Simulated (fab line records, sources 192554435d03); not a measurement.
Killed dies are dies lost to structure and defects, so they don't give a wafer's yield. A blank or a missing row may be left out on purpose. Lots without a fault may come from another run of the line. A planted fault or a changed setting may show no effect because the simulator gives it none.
fab line records | flow n5_finfet
record lots=6 wafers=18 last_day=19
route steps=1938 shown DUMMY_GATE@250 SPACER0@258 SD_EPI_N@262
lots that met no fault: from a run of the same line without faults
start_h: hours from the record's first day to the start of the lot's first wafer shown | wait_h: hours since the lot's step before | " the same as in the row above | L1.1+2: a row that stands for several wafers | - no value, or no start given | * or withheld: withheld | < > ~ a bound
route shown NAME@n: a module of which the file shows steps, and the number in the route of the first | usual: mean/standard deviation of fault-free wafers | same: alike in all rows | chamber/n: place in a boat | sites: the reading at each site | _std_site: their standard deviation | _edge_site: outer sites' mean less inner sites' | radius_mm: how far each site lies from the wafer's centre | mask NAME#n: copy n | behind: the tool/chamber that last shaped the wafer | hold: why the lot was held/for how many hours/how that ended | device: the transistor (n, p or np) that didn't switch | end of line: the same wafers' tests at the end of the route | a step without rows: its recipe alone | killed: dies lost to structure and defects at the first sort, not the wafer's yield | map: a wafer's dies, x killed, . not, _ none there
set.NAME: the setting as run; set.NAME@STEP: as run at that earlier step | model.NAME: the simulator's own value behind a step, which no gauge read
lots at some steps of the route; a table a step, a row a wafer
services: from which hour (start_h, from the record's first day; less than 0 if before it) a tool's chamber was out of use, for how many hours, and why
## steps
# step N5_DUMMY_GATE_ETCH_42
# recipe chemistry=CHF3/O2 target=SiO2 target_depth_a=35 time_s=31 ion_energy_ev=30 bias_w=12 pressure_mtorr=30 source_w=600 Ar_flow_sccm=200 CHF3_flow_sccm=50 O2_flow_sccm=5
# usual drypump_motor_current_A=5.77/0.29 oes_product_au=0.78/0.075 rf_vpp_V=42.5/1.2 showerhead_plenum_p_Torr=2.37/0.07 throttle_valve_pct=18.81/0.22
# columns lot.wafer tool chamber start_h wait_h drypump_motor_current_A oes_product_au rf_hours_counter_h rf_vpp_V showerhead_plenum_p_Torr throttle_valve_pct
L237.3 rie_diel-06 1 71.70 0.0 5.66 0.78 135 40.9 2.29 18.57
L237.5 " 2 " " 5.32 0.72 - 43.6 2.31 19.13
L237.6 " 3 " " 5.86 0.81 - 44.6 2.31 18.59
L240.1 rie_diel-05 2 92.86 0.2 5.33 0.72 167 40.6 2.43 19.01
L240.2 " 3 " " 5.94 0.85 41 42.1 2.47 19.01
L240.5 " 1 " " 5.82 0.78 - 42.8 2.50 18.61
L248.3 rie_diel-05 2 136.58 0.1 5.34 0.72 183 40.8 2.43 19.01
L248.4 " 3 " " 5.97 0.83 56 42.3 2.47 19.01
L248.5 " 0 " " 5.50 1.03 - 42.2 2.47 19.01
L250.1 rie_diel-06 0 148.23 0.0 5.56 0.88 27 42.1 2.35 18.46
L250.2 " 3 " " 5.88 0.79 129 42.1 2.31 18.64
L250.3 " 1 " " 5.65 0.77 157 42.3 2.28 18.62
L251.2 rie_diel-06 0 154.21 0.0 5.57 0.89 29 42.6 2.35 18.45
L251.5 " 1 " " 5.63 0.78 - 41.5 2.28 18.61
L251.6 " 0 " " 5.55 0.88 - 42.5 2.34 18.45
L255.1 rie_diel-06 1 178.47 0.1 5.63 0.76 166 41.9 2.28 18.62
L255.2 " 2 " " 5.33 0.70 254 43.8 2.30 19.17
L255.4 " 3 " " 5.89 0.78 134 42.7 2.30 18.64
# step N5_DUMMY_GATE_STRIP_48
# recipe chemistry=N2/H2 time_s=20 power_w=100 temp_c=40 pressure_mtorr=100 rf_frequency_hz=6e+07 bias_power_w=3 n2_flow_sccm=300 h2_flow_sccm=300
# usual drypump_motor_current_A=5.78/0.29 oes_product_au=0.78/0.075 rf_vpp_V=45.2/0.87 showerhead_plenum_p_Torr=3.33/0.098 throttle_valve_pct=12.25/0.22
# columns lot.wafer tool chamber start_h wait_h drypump_motor_current_A oes_product_au rf_hours_counter_h rf_vpp_V showerhead_plenum_p_Torr throttle_valve_pct
L237.3 rie_diel-06 1 71.75 0.0 5.65 0.77 135 44.4 3.27 12.30
L237.5 " 2 " " 5.38 0.70 - 44.1 3.24 12.62
L237.6 " 3 " " 5.89 0.81 - 46.3 3.24 11.99
L240.1 rie_diel-05 2 92.91 0.0 5.33 0.75 167 44.9 3.33 12.11
L240.2 " 3 " " 5.93 0.86 41 45.4 3.46 12.33
L240.5 " 1 " " 5.76 0.75 - 43.3 3.53 12.10
L248.3 rie_diel-05 2 136.63 0.0 5.35 0.74 183 45.7 3.32 12.14
L248.4 " 3 " " 6.00 0.84 56 45.5 3.46 12.36
L248.5 " 0 " " 5.55 1.02 - 45.9 3.48 12.25
L250.1 rie_diel-06 0 148.28 0.0 5.56 0.88 27 45.6 3.30 11.90
L250.2 " 3 " " 5.87 0.78 129 44.2 3.23 12.04
L250.3 " 1 " " 5.65 0.76 157 43.6 3.26 12.34
L251.2 rie_diel-06 0 154.26 0.0 5.57 0.89 29 45.4 3.30 11.90
L251.5 " 1 " " 5.65 0.76 - 46.6 3.26 12.36
L251.6 " 0 " " 5.58 0.89 - 47.2 3.30 11.89
L255.1 rie_diel-06 1 178.52 0.0 5.63 0.75 166 45.5 3.26 12.37
L255.2 " 2 " " 5.31 0.69 254 43.0 3.22 12.72
L255.4 " 3 " " 5.90 0.78 134 44.9 3.23 12.04
# step N5_DUMMY_GATE_PRECLEAN_33
# recipe chemistry=dHF time_s=10 dilution=750:1 temp_c=25
# step N5_DUMMY_GATE_PRECLEAN_25
# recipe chemistry=O3/DIW time_s=45 temp_c=22 o3_ppm=10
# step N5_DUMMY_GATE_PRECLEAN_51
# recipe chemistry=SC2 time_s=45 temp_c=35 mix=1:1:50
# step N5_DUMMY_GATE_SRD_26
# recipe dry=ipa_marangoni time_s=30 temp_c=23 rinse_liquid=diw
# step N5_DUMMY_GATE_UV_OZONE_45
# recipe time_s=120 pressure_torr=760 temp_c=25
# step N5_DUMMY_GATE_INSPECT_27
# recipe inspect_instrument=brightfield mode=aei
# usual raw_defect_count=289/73
# columns lot.wafer tool chamber start_h wait_h raw_defect_count
L237.3 defect_inspect-02 - 71.94 0.0 271
L237.5 " - " " 245
L237.6 " - " " 200
L240.1 defect_inspect-01 - 93.10 0.0 267
L240.2 " - " " 235
L240.5 " - " " 220
L248.3 defect_inspect-01 - 136.83 0.0 240
L248.4 " - " " 227
L248.5 " - " " 291
L250.1 defect_inspect-02 - 148.47 0.0 251
L250.2 " - " " 189
L250.3 " - " " 226
L251.2 defect_inspect-01 - 154.45 0.0 315
L251.5 " - " " 316
L251.6 " - " " 307
L255.1 defect_inspect-02 - 178.70 0.0 311
L255.2 " - " " 338
L255.4 " - " " 284
# step N5_SPACER0_ALD_07
# recipe material=SiNx target_thk_a=20 temp_c=400 ald_precursor_family=SiH2I2 ald_co_reactant=N2/H2-plasma pressure_torr=2
# usual heater_power_w=848/65 susceptor_temp_C=399.97/0.23
# columns lot.wafer tool chamber start_h wait_h heater_power_w susceptor_temp_C
L237.3 ald_sin-02 1 71.97 0.0 888 400.09
L237.5 " 1 " " 890 399.80
L237.6 " 0 " " 791 399.90
L240.1 ald_sin-03 3 93.44 0.3 904 399.89
L240.2 " 1 " " 978 399.75
L240.5 " 0 " " 914 400.34
L248.3 ald_sin-04 3 136.87 0.0 858 399.77
L248.4 " 3 " " 870 399.85
L248.5 " 2 " " 773 399.57
L250.1 ald_sin-02 1 148.51 0.0 911 399.91
L250.2 " 0 " " 767 400.01
L250.3 " 3 " " 897 400.18
L251.2 ald_sin-02 1 154.49 0.0 885 400.16
L251.5 " 0 " " 791 400.20
L251.6 " 1 " " 909 400.26
L255.1 ald_sin-04 2 178.74 0.0 743 399.60
L255.2 " 3 " " 850 399.86
L255.4 " 3 " " 876 399.95
# step N5_SPACER0_ALD_00
# recipe material=SiOCN target_thk_a=35 temp_c=400 ald_precursor_family=alkyl-aminosilane ald_co_reactant=O2/N2-plasma pulse_time_s=3 purge_time_s=2 co_reactant_purge_time_s=2 ald_cycles=58 pressure_torr=2
# usual heater_power_w=849/67 precursor_pulse_height_rel=1.000/0.02 susceptor_temp_C=399.98/0.23
# same purge_time_s=2
# columns lot.wafer tool chamber start_h wait_h heater_power_w precursor_pulse_height_rel susceptor_temp_C
L237.3 ald_sin-02 1 72.13 0.1 886 1.000 399.67
L237.5 " 1 " " 895 1.004 399.79
L237.6 " 0 " " 765 1.012 400.19
L240.1 ald_sin-03 3 93.59 0.1 908 1.020 399.66
L240.2 " 1 " " 958 0.982 400.04
L240.5 " 0 " " 927 0.975 400.22
L248.3 ald_sin-04 3 137.02 0.1 897 1.031 400.28
L248.4 " 3 " " 881 0.981 400.26
L248.5 " 2 " " 729 1.029 400.55
L250.1 ald_sin-02 1 148.66 0.1 919 0.971 400.00
L250.2 " 0 " " 773 1.007 400.02
L250.3 " 3 " " 894 0.970 399.77
L251.2 ald_sin-02 1 154.64 0.1 903 0.972 399.87
L251.5 " 0 " " 769 0.984 399.99
L251.6 " 1 " " 885 0.987 400.07
L255.1 ald_sin-04 2 178.89 0.1 766 1.013 399.74
L255.2 " 3 " " 877 1.015 400.01
L255.4 " 3 " " 875 1.034 400.61
# step N5_SPACER0_ALD_08
# recipe material=SiNx target_thk_a=20 temp_c=400 ald_precursor_family=SiH2I2 ald_co_reactant=N2/H2-plasma pressure_torr=2
# usual heater_power_w=849/65 susceptor_temp_C=399.99/0.2
# columns lot.wafer tool chamber start_h wait_h heater_power_w susceptor_temp_C
L237.3 ald_sin-02 1 72.38 0.1 884 399.82
L237.5 " 1 " " 880 400.08
L237.6 " 0 " " 774 400.17
L240.1 ald_sin-03 3 93.85 0.1 894 400.02
L240.2 " 1 " " 968 400.00
L240.5 " 0 " " 932 399.79
L248.3 ald_sin-04 3 137.28 0.1 872 399.88
L248.4 " 3 " " 893 400.15
L248.5 " 2 " " 747 399.93
L250.1 ald_sin-02 1 148.92 0.1 922 399.67
L250.2 " 0 " " 776 400.07
L250.3 " 3 " " 905 400.24
L251.2 ald_sin-02 1 154.90 0.1 881 399.60
L251.5 " 0 " " 793 399.61
L251.6 " 1 " " 898 399.89
L255.1 ald_sin-04 2 179.15 0.1 751 400.25
L255.2 " 3 " " 857 399.91
L255.4 " 3 " " 862 400.15
# step N5_SPACER0_INSPECT_04
# recipe inspect_instrument=darkfield mode=post_dep
# usual raw_defect_count=136/32
# columns lot.wafer tool chamber start_h wait_h raw_defect_count
L237.3 defect_inspect-01 - 72.54 0.1 127
L237.5 " - " " 104
L237.6 " - " " 86
L240.1 defect_inspect-02 - 94.00 0.1 142
L240.2 " - " " 130
L240.5 " - " " 110
L248.3 defect_inspect-02 - 137.44 0.1 160
L248.4 " - " " 108
L248.5 " - " " 138
L250.1 defect_inspect-01 - 149.08 0.1 137
L250.2 " - " " 103
L250.3 " - " " 105
L251.2 defect_inspect-01 - 155.05 0.1 142
L251.5 " - " " 106
L251.6 " - " " 159
L255.1 defect_inspect-01 - 179.31 0.1 114
L255.2 " - " " 143
L255.4 " - " " 126
# step N5_SD_EPI_N_COAT_32
# recipe resist=SOC temp_c=250 time_s=60 spin_rpm=1500 resist_thk_nm=350
# usual heater_power_total_W=500.6/1.8 run_length_s=66.27/0.27 spin_speed_rpm=1500.2/1.2
# columns lot.wafer tool chamber start_h wait_h heater_power_total_W run_length_s spin_speed_rpm
L237.3 litho_track-01 0 72.57 0.0 499.9 66.51 1501.5
L237.5 " 0 " " 498.0 66.53 1499.9
L237.6 " 0 " " 502.8 66.47 1501.4
L240.1 litho_track-02 0 94.03 0.0 497.4 66.07 1499.8
L240.2 " 0 " " 501.7 65.89 1500.1
L240.5 " 0 " " 501.4 65.91 1502.1
L248.3 litho_track-01 0 137.47 0.0 500.0 86.03 1500.9
L248.4 " 0 " " 499.2 85.82 1500.6
L248.5 " 0 " " 499.6 86.02 1502.3
L250.1 litho_track-01 0 149.12 0.0 503.1 86.06 1498.0
L250.2 " 0 " " 499.9 85.90 1501.0
L250.3 " 0 " " 500.3 86.03 1499.3
L251.2 litho_track-04 0 155.09 0.0 500.7 66.45 1498.7
L251.5 " 0 " " 503.1 66.17 1499.6
L251.6 " 0 " " 499.3 66.26 1500.5
L255.1 litho_track-02 0 179.34 0.0 502.5 65.99 1500.8
L255.2 " 0 " " 499.7 65.86 1498.5
L255.4 " 0 " " 502.2 65.84 1499.5
# step N5_SD_EPI_N_COAT_33
# recipe resist=SiARC temp_c=220 time_s=60 spin_rpm=1500 resist_thk_nm=35
## services
# columns tool chamber start_h hours kind
rie_diel-05 2 75.18 5.8 repair
ald_sin-03 - 75.91 1.0 repair
ald_sin-04 - 85.25 14.0 pm
ald_sin-04 0 85.25 14.0 vent_cycle
ald_sin-04 1 85.25 14.0 vent_cycle
ald_sin-04 2 85.25 14.0 vent_cycle
ald_sin-04 3 85.25 14.0 vent_cycle
rie_diel-05 0 87.02 11.6 repair
rie_diel-06 - 90.88 0.7 repair
ald_sin-02 0 95.73 15.3 repair
rie_diel-05 0 98.68 - clean
rie_diel-05 0 98.68 - consumable_replace:focus_ring
rie_diel-05 0 98.68 32.0 scheduled_down
rie_diel-05 0 98.68 32.0 vent_cycle
ald_sin-04 0 99.25 - clean
ald_sin-04 1 99.25 - clean
ald_sin-04 2 99.25 - clean
ald_sin-04 3 99.25 - clean
ald_sin-04 - 155.76 12.3 repair
rie_diel-06 3 165.87 11.5 repair
ald_sin-03 - 178.85 14.0 pm
ald_sin-03 0 178.85 14.0 vent_cycle
ald_sin-03 1 178.85 14.0 vent_cycle
ald_sin-03 2 178.85 14.0 vent_cycle
## key
first_sign step=N5_SD_EPI_N_COAT_32 reading=run_length_s direction=up sigmas=73 usual=* struck=*
effect none on later readings
met_at N5_SD_EPI_N_COAT_32
struck_wafers L248.3,L248.4,L248.5,L250.1,L250.2,L250.3
tester_left_out L248,L250
onset_between 72.57 137.47
fault kind=process_parameter_drift tool=litho_track-01 chamber=- onset_h=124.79 steps=N5_SD_EPI_N_COAT_32 channel=time_s offset=* shape=step end_h=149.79 acts_in=* stated=*
# tester_left_out: of these lots the tester's yield and bins aren't shown, on N5 and GAA mostly nor the transistor test; their killed dies are dies lost to structure and defects alone, not to doping, threshold or leakage, so they don't give the yield
